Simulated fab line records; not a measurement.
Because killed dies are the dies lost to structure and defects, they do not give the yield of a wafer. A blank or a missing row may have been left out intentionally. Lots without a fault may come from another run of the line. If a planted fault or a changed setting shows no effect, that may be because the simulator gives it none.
fab line records | flow nand_harc
[record] lots = 24 wafers = 72 last_day = 34
route steps=1302 shown P_CONTACT@217 P_M0@283 P_M1@299
lots untouched by any fault: they come from a run of this same line in which no faults occurred
start_h: start of the lot's first displayed wafer, in hours after the record's first day | wait_h: hours from the lot's prior step to this one | " same as the row above | L1.1+2: a row that stands for several wafers | - no value, or no start was given | * or withheld: withheld | < > ~ a bound
route shown NAME@n: a module of which the file shows steps, and the number in the route of the first | usual: the fault-free wafers' mean and standard deviation | same: alike in all rows | chamber/n: place in a boat | sites: the reading at each site | _std_site: their standard deviation | _edge_site: inner sites' mean taken away from outer sites' mean | radius_mm: for every site, how far away it sits from the centre of the wafer | mask NAME#n: copy n | behind: the tool/chamber that last shaped the wafer | hold: why the lot went on hold/how many hours it stayed there/how the hold came to an end | device: whichever transistor did not switch (one of n, p or np) | end of line: the route-end tests of the same wafers | for a step that has no rows: nothing shown but its recipe | killed: dies that structure and defects cost at the first sort, which is not the same as the wafer's yield | map: the dies of a wafer, with x for killed, . for not killed, _ for no die there
set.NAME: setting as actually run; set.NAME@STEP: the setting as run at that earlier step | model.NAME: the simulator's own value behind a step, which no gauge read
one table for each step of the route and one row for each wafer, over a sample of lots
services: the hour from which a tool's chamber was out of use, counted from the record's first day as start_h (under 0 if before that day), plus the number of hours and why
[[steps]]
[step NHARC_P_CONTACT_DEP_30]
[recipe] target_thk_a = 300 temp_c = 400 target_thk_nm = 30 flow_sccm = 200 rf_w = 450 material = SiNx
[usual] heater_power_w = 712/75 rf_fwd_power_W = 448.9/1.6
// columns lot.wafer tool chamber start_h wait_h heater_power_w rf_fwd_power_W
L075.3 pecvd-03 2 131.46 0.1 758 445.8
L075.2 " 0 " " 738 449.4
L075.4 " 0 " " 719 449.0
L076.3 pecvd-01 1 144.31 0.1 864 449.4
L076.2 " 2 " " 797 446.6
L076.6 " 2 " " 787 448.9
L077.1 pecvd-03 2 149.75 0.1 754 447.0
L077.6 " 0 " " 729 447.9
L077.5 " 2 " " 760 449.2
L074.6 pecvd-02 1 151.56 0.2 561 446.9
L074.5 " 2 " " 789 450.3
L074.4 " 0 " " 683 448.2
L078.1 pecvd-01 2 156.37 0.1 806 451.1
L078.4 " 0 " " 704 449.3
L078.6 " 2 " " 816 450.8
L079.1 pecvd-02 1 164.44 0.1 632 448.7
L079.4 " 1 " " 633 448.5
L079.5 " 2 " " 658 449.1
L080.4 pecvd-02 2 176.68 0.2 713 451.0
L080.6 " 0 " " 681 449.3
L080.5 " 1 " " 653 448.5
L081.3 pecvd-02 0 186.04 0.1 705 448.9
L081.6 " 1 " " 613 449.2
L081.4 " 2 " " 708 449.5
L082.2 pecvd-01 0 200.33 0.1 791 447.2
L082.4 " 0 " " 785 446.9
L082.5 " 1 " " 831 447.0
L083.2 pecvd-03 0 204.72 0.1 654 449.3
L083.5 " 1 " " 625 447.9
L083.6 " 2 " " 706 448.9
L085.3 pecvd-03 0 225.14 0.1 642 449.2
L085.6 " 1 " " 626 445.9
L085.5 " 2 " " 741 448.8
L084.2 pecvd-01 1 228.15 0.1 821 448.3
L084.1 " 0 " " 788 448.7
L084.5 " 0 " " 819 448.4
L086.1 pecvd-01 1 235.82 0.1 736 453.0
L086.4 " 2 " " 714 449.6
L086.6 " 0 " " 691 449.4
L087.2 pecvd-02 2 266.09 0.1 784 449.2
L087.5 " 2 " " 799 450.7
L087.6 " 1 " " 693 447.8
L088.1 pecvd-02 1 266.82 0.1 650 449.5
L088.3 " 2 " " 768 448.6
L088.2 " 0 " " 651 448.7
L089.2 pecvd-02 2 279.39 0.1 812 448.0
L089.3 " 0 " " 697 451.5
L089.4 " 0 " " 684 449.8
L090.1 pecvd-03 1 281.31 0.1 649 448.0
L090.2 " 0 " " 591 446.5
L090.4 " 0 " " 596 449.7
L091.3 pecvd-03 1 287.85 0.1 707 448.1
L091.5 " 2 " " 767 449.0
L091.4 " 0 " " 655 448.5
L093.2 pecvd-02 1 299.65 0.1 685 449.0
L093.1 " 0 " " 629 448.2
L093.5 " 2 " " 835 451.0
L092.3 pecvd-01 2 302.16 0.1 820 447.6
L092.2 " 0 " " 693 447.6
L092.5 " 1 " " 894 451.2
L094.3 pecvd-02 2 312.92 0.1 786 452.5
L094.4 " 0 " " 657 449.3
L094.6 " 2 " " 794 451.0
L095.5 pecvd-03 0 329.37 0.2 667 447.8
L095.6 " 1 " " 628 448.8
L095.4 " 2 " " 645 450.4
L096.3 pecvd-02 2 333.36 0.1 783 448.9
L096.6 " 2 " " 794 448.8
L096.4 " 1 " " 691 448.7
L097.1 pecvd-03 2 344.93 0.1 714 446.9
L097.4 " 1 " " 703 446.2
L097.6 " 0 " " 620 451.2
[step NHARC_P_CONTACT_DEGAS_38]
[recipe] temp_c = 300 time_s = 60
[usual] heater_power_w = 458/45
// columns lot.wafer tool chamber start_h wait_h heater_power_w
L075.4 pvd_sputter-03 - 134.92 - 485
L075.3 " - " " 510
L075.2 " - " " 441
L076.3 pvd_sputter-01 - 147.63 - 489
L076.2 " - " " 425
L076.6 " - " " 495
L077.1 pvd_sputter-03 - 152.89 - 472
L077.5 " - " " 380
L077.6 " - " " 506
L074.4 pvd_sputter-03 - 154.84 - 490
L074.5 " - " " 380
L074.6 " - " " 491
L078.4 pvd_sputter-03 - 159.76 - 440
L078.1 " - " " 481
L078.6 " - " " 503
L079.1 pvd_sputter-02 - 167.71 - 436
L079.4 " - " " 516
L079.5 " - " " 482
L080.4 pvd_sputter-02 - 179.90 - 483
L080.5 " - " " 375
L080.6 " - " " 519
L081.4 pvd_sputter-02 - 189.22 - 468
L081.3 " - " " 442
L081.6 " - " " 490
L082.4 pvd_sputter-03 - 203.76 - 496
L082.2 " - " " 433
L082.5 " - " " 496
L083.2 pvd_sputter-02 - 208.05 - 516
L083.6 " - " " 430
L083.5 " - " " 483
L085.3 pvd_sputter-03 - 228.70 - 424
L085.6 " - " " 445
L085.5 " - " " 497
L084.2 pvd_sputter-03 - 231.73 - 433
L084.1 " - " " 402
L084.5 " - " " 440
L086.4 pvd_sputter-02 - 239.27 - 493
L086.1 " - " " 433
L086.6 " - " " 475
L087.2 pvd_sputter-02 - 269.40 - 470
L087.6 " - " " 478
L087.5 " - " " 389
L088.2 pvd_sputter-03 - 270.13 - 407
L088.3 " - " " 441
L088.1 " - " " 490
L089.2 pvd_sputter-03 - 283.27 - 427
L089.4 " - " " 497
L089.3 " - " " 493
L090.4 pvd_sputter-01 - 284.62 - 484
L090.1 " - " " 476
L090.2 " - " " 424
L091.3 pvd_sputter-03 - 291.17 - 428
L091.4 " - " " 407
L091.5 " - " " 495
L093.2 pvd_sputter-01 - 303.01 - 464
L093.1 " - " " 533
L093.5 " - " " 460
L092.3 pvd_sputter-03 - 305.42 - 407
L092.2 " - " " 506
L092.5 " - " " 407
L094.3 pvd_sputter-03 - 316.17 - 507
L094.4 " - " " 500
L094.6 " - " " 494
L095.4 pvd_sputter-01 - 332.46 - 525
L095.5 " - " " 467
L095.6 " - " " 409
L096.4 pvd_sputter-03 - 336.69 - 514
L096.3 " - " " 417
L096.6 " - " " 438
L097.4 pvd_sputter-02 - 348.22 - 505
L097.1 " - " " 441
L097.6 " - " " 498
[step NHARC_P_CONTACT_CMP_24]
[recipe] t_overpolish_s = 30 target_thk_nm = 200
[usual] motor_current_A = 11.7/1.1 overpolish_run_s = 30.000/0.009 slurry_flow_ml_min = 150.0/0.51 time_to_endpoint_s = 38.4/2.1
// columns lot.wafer tool chamber start_h wait_h motor_current_A overpolish_run_s slurry_flow_ml_min time_to_endpoint_s
L075.4 cmp-04 0 136.04 0.4 11.6 29.994 149.6 41.2
L075.2 " 1 " " 10.2 29.984 149.7 43.0
L075.3 " 2 " " 13.2 30.009 150.0 40.5
L076.2 cmp-02 0 148.74 0.6 12.8 29.994 149.5 38.0
L076.3 " 1 " " 12.1 29.993 150.5 37.9
L076.6 " 3 " " 13.2 30.010 150.0 37.7
L077.1 cmp-03 0 154.03 0.5 11.1 29.989 150.1 39.8
L077.6 " 1 " " 13.2 29.994 149.0 36.0
L077.5 " 2 " " 11.2 29.991 149.4 38.5
L074.4 cmp-04 2 156.00 0.5 12.8 30.002 149.5 39.9
L074.6 " 3 " " 11.8 30.010 149.6 38.9
L074.5 " 0 " " 11.5 29.996 150.5 38.6
L078.4 cmp-02 1 160.84 0.4 11.3 30.014 150.4 35.5
L078.1 " 2 " " 10.4 30.008 149.6 42.4
L078.6 " 1 " " 12.1 30.009 150.6 36.3
L079.4 cmp-03 1 168.83 0.4 13.1 30.002 149.9 36.7
L079.1 " 3 " " 11.7 30.004 149.9 42.2
L079.5 " 0 " " 11.1 30.010 150.0 39.7
L080.4 cmp-04 0 180.98 0.4 11.7 30.008 149.4 38.9
L080.6 " 0 " " 11.3 29.999 149.9 38.2
L080.5 " 1 " " 10.9 30.001 149.7 37.6
L081.3 cmp-02 2 190.34 0.3 10.0 30.002 151.0 37.8
L081.4 " 3 " " 13.9 30.003 151.3 39.2
L081.6 " 2 " " 10.5 30.001 150.4 39.3
L082.4 cmp-04 2 204.88 0.3 12.6 29.995 150.3 38.7
L082.2 " 3 " " 12.0 30.001 149.6 36.6
L082.5 " 1 " " 10.5 29.997 149.6 38.3
L083.2 cmp-03 3 209.21 0.7 12.3 29.992 149.3 39.7
L083.6 " 0 " " 11.9 30.014 149.4 40.0
L083.5 " 1 " " 13.4 30.005 150.0 35.1
L085.3 cmp-02 3 229.89 0.3 13.0 29.980 148.6 37.8
L085.6 " 1 " " 11.9 30.006 150.8 36.7
L085.5 " 2 " " 10.1 29.999 150.9 38.1
L084.1 cmp-04 3 232.81 0.6 11.2 30.008 150.2 38.0
L084.2 " 1 " " 10.0 29.997 150.1 40.7
L084.5 " 0 " " 11.4 29.984 149.8 37.6
L086.4 cmp-04 2 240.36 0.3 13.0 30.007 150.3 38.4
L086.1 " 0 " " 11.4 30.000 149.8 38.0
L086.6 " 2 " " 12.8 29.998 150.6 38.6
L087.2 cmp-02 0 270.77 0.5 12.9 29.997 149.7 36.8
L087.5 " 1 " " 12.1 29.981 149.7 39.4
L087.6 " 2 " " 10.4 30.000 150.6 41.3
L088.2 cmp-04 0 271.26 0.6 11.7 29.987 150.3 37.5
L088.3 " 1 " " 10.6 30.009 149.8 36.5
L088.1 " 2 " " 13.7 30.002 150.0 32.8
L089.2 cmp-04 1 284.44 0.5 9.7 29.998 150.3 38.7
L089.3 " 2 " " 13.5 30.014 150.1 38.0
L089.4 " 3 " " 11.6 30.004 149.7 38.6
L090.2 cmp-02 1 285.76 0.5 11.5 29.995 150.3 38.3
L090.4 " 2 " " 9.9 30.003 150.7 39.1
L090.1 " 0 " " 13.3 29.997 149.9 38.1
L091.4 cmp-04 1 292.31 0.3 10.5 29.996 150.3 36.2
L091.3 " 3 " " 11.4 30.003 149.5 37.2
L091.5 " 2 " " 13.2 30.008 149.9 36.9
L093.2 cmp-04 0 304.09 0.6 11.5 30.016 150.2 37.3
L093.1 " 3 " " 11.6 29.994 149.2 34.2
L093.5 " 0 " " 11.4 30.014 150.4 34.6
L092.2 cmp-04 1 306.52 0.5 10.0 29.999 150.5 38.4
L092.3 " 2 " " 13.3 30.007 149.3 38.6
L092.5 " 1 " " 10.4 30.006 149.4 38.7
L094.4 cmp-04 1 317.31 0.4 10.5 30.001 149.7 38.9
L094.3 " 2 " " 13.3 29.989 149.3 38.3
L094.6 " 0 " " 11.6 30.009 149.4 35.4
L095.4 cmp-04 1 333.58 0.3 10.2 29.993 150.3 40.6
L095.5 " 3 " " 11.4 29.998 149.7 39.4
L095.6 " 0 " " 11.3 29.984 149.7 39.1
L096.4 cmp-04 3 337.80 0.3 11.7 29.990 150.1 43.3
L096.3 " 0 " " 12.5 29.988 150.6 40.2
L096.6 " 1 " " 9.8 30.027 149.6 42.7
L097.4 cmp-03 0 349.34 0.3 12.4 30.000 150.2 41.8
L097.1 " 1 " " 13.3 30.006 149.6 34.9
L097.6 " 2 " " 10.9 29.990 149.8 40.3
[step NHARC_P_M0_PRE_CLEAN_31]
[recipe] time_s = 12 temp_c = 370 rf_power_w = 300 gas = NH3
[usual] heater_power_w = 655/74 rf_fwd_power_W = 292.6/0.91
// columns lot.wafer tool chamber start_h wait_h heater_power_w rf_fwd_power_W
L075.2 pecvd-03 2 140.28 0.1 591 292.1
L075.3 " 1 " " 552 292.4
L075.4 " 2 " " 600 293.0
L076.3 pecvd-03 2 152.75 0.1 657 292.8
L076.2 " 0 " " 674 294.3
L076.6 " 0 " " 682 292.8
L077.1 pecvd-01 0 157.92 0.1 717 291.0
L077.5 " 2 " " 683 293.3
L077.6 " 0 " " 703 292.5
L074.4 pecvd-03 1 160.09 0.1 536 292.2
L074.6 " 1 " " 536 293.3
L074.5 " 2 " " 662 293.4
L078.1 pecvd-04 2 164.96 0.1 718 292.0
L078.6 " 1 " " 557 291.7
L078.4 " 2 " " 725 293.1
L079.1 pecvd-03 2 172.88 0.1 669 292.6
L079.5 " 2 " " 707 292.0
L079.4 " 0 " " 604 293.1
L080.6 pecvd-04 0 185.30 0.1 648 293.9
L080.5 " 1 " " 646 291.2
L080.4 " 2 " " 823 291.8
L081.3 pecvd-04 1 194.87 0.6 644 292.9
L081.4 " 2 " " 700 293.3
L081.6 " 0 " " 639 293.0
L082.2 pecvd-03 2 208.92 0.1 643 292.0
L082.4 " 0 " " 580 291.8
L082.5 " 1 " " 623 294.2
L083.2 pecvd-01 0 213.29 0.1 610 293.3
L083.5 " 2 " " 683 293.2
L083.6 " 0 " " 601 290.7
L085.3 pecvd-01 0 233.96 0.1 656 290.9
L085.6 " 2 " " 623 292.5
L085.5 " 0 " " 650 292.8
L084.1 pecvd-04 1 236.85 0.1 589 291.6
L084.2 " 0 " " 643 292.2
L084.5 " 2 " " 811 292.8
L086.1 pecvd-03 1 244.40 0.1 570 294.3
L086.4 " 1 " " 568 294.7
L086.6 " 2 " " 585 292.6
L087.2 pecvd-01 0 274.78 0.1 652 290.3
L087.5 " 2 " " 656 293.5
L087.6 " 1 " " 699 293.5
L088.3 pecvd-01 0 275.66 0.1 639 291.3
L088.1 " 1 " " 731 292.6
L088.2 " 2 " " 703 292.0
L089.2 pecvd-01 2 288.62 0.1 669 292.6
L089.3 " 0 " " 652 293.2
L089.4 " 0 " " 650 293.0
L090.2 pecvd-04 1 289.90 0.1 669 293.6
L090.1 " 0 " " 603 293.1
L090.4 " 2 " " 801 290.7
L091.3 pecvd-03 1 296.44 0.1 586 294.7
L091.4 " 1 " " 591 293.5
L091.5 " 0 " " 563 290.9
L093.2 pecvd-03 1 308.53 0.1 646 292.8
L093.1 " 2 " " 634 293.0
L093.5 " 2 " " 645 293.6
L092.3 pecvd-01 0 310.52 0.1 695 292.2
L092.2 " 1 " " 689 291.8
L092.5 " 0 " " 716 291.7
L094.3 pecvd-03 2 321.41 0.1 619 293.1
L094.6 " 0 " " 564 291.5
L094.4 " 1 " " 512 292.4
L095.5 pecvd-01 0 337.71 0.1 685 293.9
L095.6 " 1 " " 836 291.8
L095.4 " 2 " " 703 291.3
L096.3 pecvd-03 0 342.26 0.1 605 293.5
L096.4 " 1 " " 628 292.7
L096.6 " 2 " " 654 292.8
L097.1 pecvd-01 0 353.23 0.1 718 292.5
L097.4 " 2 " " 726 292.6
L097.6 " 0 " " 702 291.6
[step NHARC_P_M1_ETCH_35]
[recipe] target_depth_a = 400 overetch_a = 120 time_s = 43.94 ion_energy_ev = 200 n2_flow_sccm = 150 h2_flow_sccm = 150 ar_flow_sccm = 0 rf_w = 400 bias_w = 150 chemistry = N2/H2
[usual] chamber_pressure_mTorr = 29.998/0.024 drypump_motor_current_A = 5.8/0.34 oes_product_au = 1.001/0.0084 rf_fwd_power_W = 394.4/2 rf_vpp_V = 430.1/2.7 showerhead_plenum_p_Torr = 2.02/0.094 throttle_valve_pct = 14.171/0.0094
// columns lot.wafer tool chamber start_h wait_h chamber_pressure_mTorr drypump_motor_current_A oes_product_au rf_fwd_power_W rf_hours_counter_h rf_vpp_V showerhead_plenum_p_Torr throttle_valve_pct
L075.2 rie_diel-02 0 142.22 0.1 30.011 5.9 1.009 395.8 28 428.6 1.94 14.167
L075.3 " 2 " " 30.040 6.1 1.013 397.8 28 432.6 2.08 14.195
L075.4 " 3 " " 29.963 6.1 0.985 395.1 30 429.0 1.94 14.166
L076.3 rie_diel-09 2 154.35 0.1 30.012 6.5 0.993 390.2 0 433.8 2.13 14.156
L076.2 " 1 " " 30.000 6.1 1.019 395.5 0 433.8 2.13 14.161
L076.6 " 2 " " 30.033 6.5 0.996 389.8 - 433.0 2.13 14.178
L077.1 rie_diel-12 3 159.65 0.1 29.976 5.8 1.003 391.3 5 426.3 1.93 14.178
L077.6 " 1 " " 29.990 5.4 1.004 398.5 - 433.4 2.14 14.147
L077.5 " 2 " " 29.986 5.6 1.007 392.3 - 432.1 2.09 14.163
L074.4 rie_diel-12 1 161.82 0.1 30.006 5.4 1.007 395.8 4 431.6 2.14 14.167
L074.5 " 3 " " 29.994 5.8 1.010 390.8 - 427.2 1.93 14.161
L074.6 " 0 " " 30.008 5.5 0.996 396.9 - 427.0 1.93 14.185
L078.4 rie_diel-12 3 166.44 0.1 29.991 5.8 1.005 393.0 5 426.4 1.93 14.165
L078.1 " 1 " " 29.983 5.4 1.004 397.8 5 432.9 2.14 14.168
L078.6 " 2 " " 29.979 5.5 1.010 393.8 - 433.8 2.09 14.186
L079.4 rie_diel-09 0 174.33 0.1 30.005 5.8 0.998 394.6 3 429.0 1.97 14.161
L079.1 " 1 " " 30.006 6.0 1.003 393.4 2 433.1 2.13 14.159
L079.5 " 1 " " 30.046 6.0 1.007 393.1 - 433.9 2.13 14.182
L080.4 rie_diel-09 3 186.86 0.1 30.023 6.3 1.012 395.8 2 426.3 1.91 14.169
L080.6 " 3 " " 30.025 6.3 1.002 393.7 - 427.8 1.91 14.178
L080.5 " 0 " " 29.983 5.7 0.990 392.0 - 428.6 1.97 14.160
L081.3 rie_diel-12 0 196.45 0.1 29.974 5.5 0.990 396.7 6 426.4 1.93 14.174
L081.4 " 3 " " 30.013 5.8 1.006 392.8 7 428.1 1.93 14.172
L081.6 " 0 " " 29.996 5.5 0.989 395.9 - 427.6 1.93 14.183
L082.4 rie_diel-12 0 210.38 0.1 30.022 5.5 0.991 395.8 7 427.4 1.93 14.165
L082.2 " 1 " " 30.033 5.4 1.002 396.2 7 432.4 2.14 14.160
L082.5 " 3 " " 29.930 5.8 1.002 391.4 - 427.8 1.93 14.167
L083.2 rie_diel-12 0 214.87 0.1 30.011 5.5 0.991 398.8 7 427.7 1.93 14.161
L083.6 " 3 " " 29.982 5.8 0.998 393.0 - 428.1 1.93 14.177
L083.5 " 0 " " 29.985 5.5 0.989 398.5 - 427.5 1.93 14.164
L085.3 rie_diel-12 2 235.57 0.1 30.014 5.6 0.994 394.3 10 431.5 2.09 14.166
L085.5 " 1 " " 29.995 5.4 1.005 397.4 - 433.1 2.14 14.167
L085.6 " 3 " " 30.049 5.8 1.005 392.0 - 427.2 1.93 14.170
L084.2 rie_diel-12 3 238.34 0.1 30.031 5.8 0.994 392.1 10 425.7 1.93 14.180
L084.1 " 2 " " 29.964 5.6 0.997 395.1 11 432.2 2.09 14.175
L084.5 " 1 " " 30.018 5.4 1.002 397.3 - 431.4 2.14 14.163
L086.1 rie_diel-09 1 246.07 0.1 30.021 6.0 1.013 394.2 7 432.4 2.13 14.176
L086.4 " 2 " " 30.013 6.5 1.005 391.8 7 432.2 2.12 14.168
L086.6 " 3 " " 29.988 6.3 1.015 394.4 - 426.9 1.91 14.170
L087.2 rie_diel-09 1 276.37 0.1 29.987 6.0 1.015 394.9 9 433.9 2.13 14.169
L087.5 " 0 " " 30.031 5.7 0.998 392.0 - 427.6 1.97 14.173
L087.6 " 1 " " 30.027 6.0 1.011 394.4 - 432.8 2.13 14.178
L088.2 rie_diel-09 1 277.25 0.1 30.005 6.0 1.015 394.9 10 433.1 2.13 14.160
L088.1 " 2 " " 30.021 6.5 0.998 395.0 10 432.1 2.12 14.166
L088.3 " 0 " " 29.991 5.7 0.993 395.9 11 429.1 1.97 14.172
L089.3 rie_diel-12 1 290.20 0.1 30.008 5.4 1.001 398.6 0 433.7 2.14 14.165
L089.2 " 2 " " 29.985 5.6 0.991 396.0 0 432.2 2.09 14.159
L089.4 " 0 " " 29.997 5.5 1.002 395.5 0 428.1 1.92 14.171
L090.4 rie_diel-12 1 291.37 0.1 29.991 5.4 1.007 395.7 0 433.3 2.14 14.168
L090.2 " 2 " " 30.001 5.6 0.996 394.2 0 432.5 2.09 14.171
L090.1 " 0 " " 29.993 5.5 1.012 396.3 0 426.8 1.93 14.180
L091.3 rie_diel-12 3 297.92 0.1 29.963 5.8 1.000 390.7 0 426.5 1.93 14.175
L091.4 " 1 " " 30.007 5.4 0.991 397.0 0 433.2 2.14 14.170
L091.5 " 0 " " 29.992 5.5 1.000 397.0 - 427.1 1.92 14.175
L093.1 rie_diel-09 1 310.00 0.1 29.992 6.0 1.024 394.0 11 432.3 2.13 14.160
L093.2 " 0 " " 29.946 5.7 0.992 394.3 13 428.5 1.97 14.164
L093.5 " 1 " " 29.972 6.0 1.011 393.8 - 433.8 2.13 14.153
L092.2 rie_diel-12 3 312.12 0.1 29.987 5.8 0.989 391.0 1 427.1 1.93 14.195
L092.3 " 1 " " 30.032 5.4 0.994 395.5 1 433.8 2.14 14.177
L092.5 " 2 " " 29.970 5.6 0.988 393.1 - 431.9 2.09 14.171
L094.4 rie_diel-12 2 323.01 0.1 30.001 5.6 0.998 391.3 2 431.9 2.09 14.172
L094.3 " 0 " " 29.964 5.6 1.001 396.1 2 426.8 1.93 14.175
L094.6 " 2 " " 30.025 5.5 0.984 394.3 - 431.8 2.09 14.159
L095.4 rie_diel-09 1 339.28 0.1 29.976 6.0 0.997 397.1 0 433.1 2.13 14.183
L095.6 " 0 " " 30.000 5.7 0.998 395.7 - 428.1 1.97 14.175
L095.5 " 1 " " 29.973 6.0 0.995 396.3 - 433.2 2.13 14.165
L096.3 rie_diel-09 1 343.87 0.1 29.984 6.0 0.992 395.1 1 432.1 2.13 14.186
L096.6 " 0 " " 30.015 5.7 1.001 394.3 - 427.0 1.97 14.189
L096.4 " 3 " " 29.997 6.3 1.012 395.7 - 427.4 1.91 14.176
L097.1 rie_diel-12 3 354.81 0.1 29.950 5.8 0.996 391.6 5 426.8 1.93 14.166
L097.4 " 1 " " 29.997 5.4 0.995 396.7 4 432.9 2.14 14.166
L097.6 " 0 " " 30.014 5.5 1.008 395.6 - 427.4 1.92 14.178
[step NHARC_P_M1_INSPECT_27]
[usual] raw_defect_count = 280/96
// columns lot.wafer tool chamber start_h wait_h raw_defect_count
L075.2 defect_inspect-01 - 144.76 0.0 144
L075.3 " - " " 311
L075.4 " - " " 161
L076.2 defect_inspect-02 - 156.88 0.0 320
L076.3 " - " " 376
L076.6 " - " " 401
L077.1 defect_inspect-02 - 162.14 0.0 183
L077.5 " - " " 403
L077.6 " - " " 324
L074.4 defect_inspect-01 - 164.32 0.0 193
L074.5 " - " " 352
L074.6 " - " " 235
L078.1 defect_inspect-01 - 168.93 0.0 155
L078.4 " - " " 371
L078.6 " - " " 261
L079.1 defect_inspect-02 - 176.88 0.0 340
L079.4 " - " " 345
L079.5 " - " " 287
L080.4 defect_inspect-01 - 189.38 0.0 438
L080.5 " - " " 203
L080.6 " - " " 340
L081.3 defect_inspect-02 - 198.94 0.0 116
L081.4 " - " " 184
L081.6 " - " " 381
L082.2 defect_inspect-01 - 212.87 0.0 369
L082.4 " - " " 266
L082.5 " - " " 361
L083.2 defect_inspect-01 - 217.35 0.0 234
L083.5 " - " " 363
L083.6 " - " " 240
L085.3 defect_inspect-01 - 238.08 0.0 362
L085.5 " - " " 412
L085.6 " - " " 494
L084.1 defect_inspect-01 - 240.86 0.0 276
L084.2 " - " " 273
L084.5 " - " " 426
L086.1 defect_inspect-01 - 248.57 0.0 221
L086.4 " - " " 228
L086.6 " - " " 346
L087.2 defect_inspect-02 - 278.91 0.0 158
L087.5 " - " " 236
L087.6 " - " " 395
L088.1 defect_inspect-02 - 279.75 0.0 275
L088.2 " - " " 272
L088.3 " - " " 413
L089.2 defect_inspect-02 - 292.70 0.0 246
L089.3 " - " " 154
L089.4 " - " " 158
L090.1 defect_inspect-02 - 293.87 0.0 153
L090.2 " - " " 162
L090.4 " - " " 144
L091.3 defect_inspect-01 - 300.41 0.0 288
L091.4 " - " " 228
L091.5 " - " " 202
L093.1 defect_inspect-01 - 312.48 0.0 277
L093.2 " - " " 326
L093.5 " - " " 162
L092.2 defect_inspect-02 - 314.62 0.0 182
L092.3 " - " " 348
L092.5 " - " " 340
L094.3 defect_inspect-01 - 325.98 0.0 299
L094.4 " - " " 420
L094.6 " - " " 401
L095.4 defect_inspect-02 - 341.76 0.0 333
L095.5 " - " " 180
L095.6 " - " " 268
L096.3 defect_inspect-02 - 346.79 0.0 227
L096.4 " - " " 313
L096.6 " - " " 197
L097.1 defect_inspect-02 - 357.29 0.0 331
L097.4 " - " " 264
L097.6 " - " " 207
[[services]]
// columns tool chamber start_h hours kind
rie_diel-09 2 109.31 4.7 repair
cmp-04 - 111.00 4.0 pm
pecvd-01 - 130.18 13.0 pm
rie_diel-09 - 143.17 9.0 pm
pecvd-01 - 146.28 2.0 repair
pecvd-03 0 154.11 12.2 repair
pvd_sputter-03 - 170.00 10.0 pm
pecvd-01 - 179.51 1.4 repair
pecvd-03 - 185.40 13.0 pm
cmp-04 - 209.00 4.0 pm
pecvd-02 - 227.40 13.0 pm
rie_diel-12 0 233.40 5.0 repair
rie_diel-09 1 251.16 3.1 repair
rie_diel-12 - 268.40 9.0 pm
pecvd-03 - 276.67 0.6 repair
rie_diel-09 2 306.85 2.8 repair
cmp-04 - 307.00 4.0 pm
pecvd-01 - 311.18 13.0 pm
rie_diel-09 - 320.17 9.0 pm
pecvd-02 - 328.18 1.4 repair
pecvd-01 - 329.90 0.8 repair
cmp-04 - 332.65 0.8 repair
cmp-04 - 336.34 0.7 repair
pvd_sputter-03 - 348.08 10.0 pm
[[key]]
fault none
